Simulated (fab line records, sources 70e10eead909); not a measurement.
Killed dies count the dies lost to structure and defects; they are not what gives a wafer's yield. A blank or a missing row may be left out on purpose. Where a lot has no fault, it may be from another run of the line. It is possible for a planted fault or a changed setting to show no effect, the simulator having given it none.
Which of the tools did it?	flow nandHarc	6 lots, 18 wafers sampled, at 5 steps of a route of 1302

WHAT EACH GAUGE READ, for each wafer
NHARC_END_SORT_01.
lot	measured	on	defectLimitedYield (%)
L450	day 26 20:17	prober-02	88.6 91.6 90.1
L460	day 31 01:29	prober-02	0 91.3 0

WHAT TOOL EACH LOT RAN ON (gives the tool, then ch and the chambers of the sampled wafers, and finally the start)
lot	NHARC_A_M0_DEP_00	NHARC_THIN_TSV_DEGAS_53	NHARC_THIN_TSV_DESCUM_35	NHARC_THIN_TSV_ETCH_36
L445	pecvd-02 ch 0,1, day 23 02:51	pvdSputter-02, day 24 08:25	rieDiel-09 ch 1,2,3, day 24 09:35	rieMetal-03 ch 0,1, day 24 09:58
L448	pecvd-02 ch 1,2, day 24 03:16	pvdSputter-03, day 25 09:38	rieDiel-09 ch 0,1,3, day 25 10:57	rieMetal-03 ch 0,1, day 25 11:19
L450	pecvd-02 ch 0,1,2, day 25 03:02	pvdSputter-02, day 26 08:42	rieDiel-08 ch 0,1,3, day 26 09:59	rieMetal-02 ch 0,1, day 26 10:22
L452	pecvd-03 ch 0,1,2, day 26 10:44	pvdSputter-01, day 27 16:13	rieDiel-09 ch 2,3, day 27 17:37	rieMetal-03 ch 0,1, day 27 18:01
L460	pecvd-04 ch 1,2, day 29 07:34	pvdSputter-02, day 30 13:30	rieDiel-11 ch 0, day 30 14:50	rieMetal-03 ch 0, day 30 15:12
L465	pecvd-03 ch 1,2, day 31 05:23	pvdSputter-02, day 32 18:28	rieDiel-11 ch 1,2,3, day 32 19:52	rieMetal-01 ch 0, day 32 20:16
- NHARC_A_M0_DEP_00: deposits SiOC, target thk 150 nm.
- NHARC_THIN_TSV_DEGAS_53: time 60 s.
- NHARC_THIN_TSV_DESCUM_35: chemistry O2, time 3 s.
- NHARC_THIN_TSV_ETCH_36: etches the open film in Cl2/BCl3, target depth 65 nm, time 18.571 s.

THE ANSWER, worked out from the rows above alone
Rule: what is usual is taken from the lots themselves. Put in order of their means at a reading, lots are off if they are a third of the lots or fewer, leave a main group of 4 or more, and stand apart from it by a gap of 3 or more times the standard deviation of the main group's means; of several such gaps the widest counts. A main group whose means are all the same, to the digits that the tables above print for the reading, isn't used. A lot without any number at a reading at which 4 lots or more have one is off too. Any other lot the step has rows for is counted as sound.
Across all readings shown, no lot is off: no conclusion can be drawn from this.

WHAT HAD BEEN PUT IN BY THE SIMULATOR
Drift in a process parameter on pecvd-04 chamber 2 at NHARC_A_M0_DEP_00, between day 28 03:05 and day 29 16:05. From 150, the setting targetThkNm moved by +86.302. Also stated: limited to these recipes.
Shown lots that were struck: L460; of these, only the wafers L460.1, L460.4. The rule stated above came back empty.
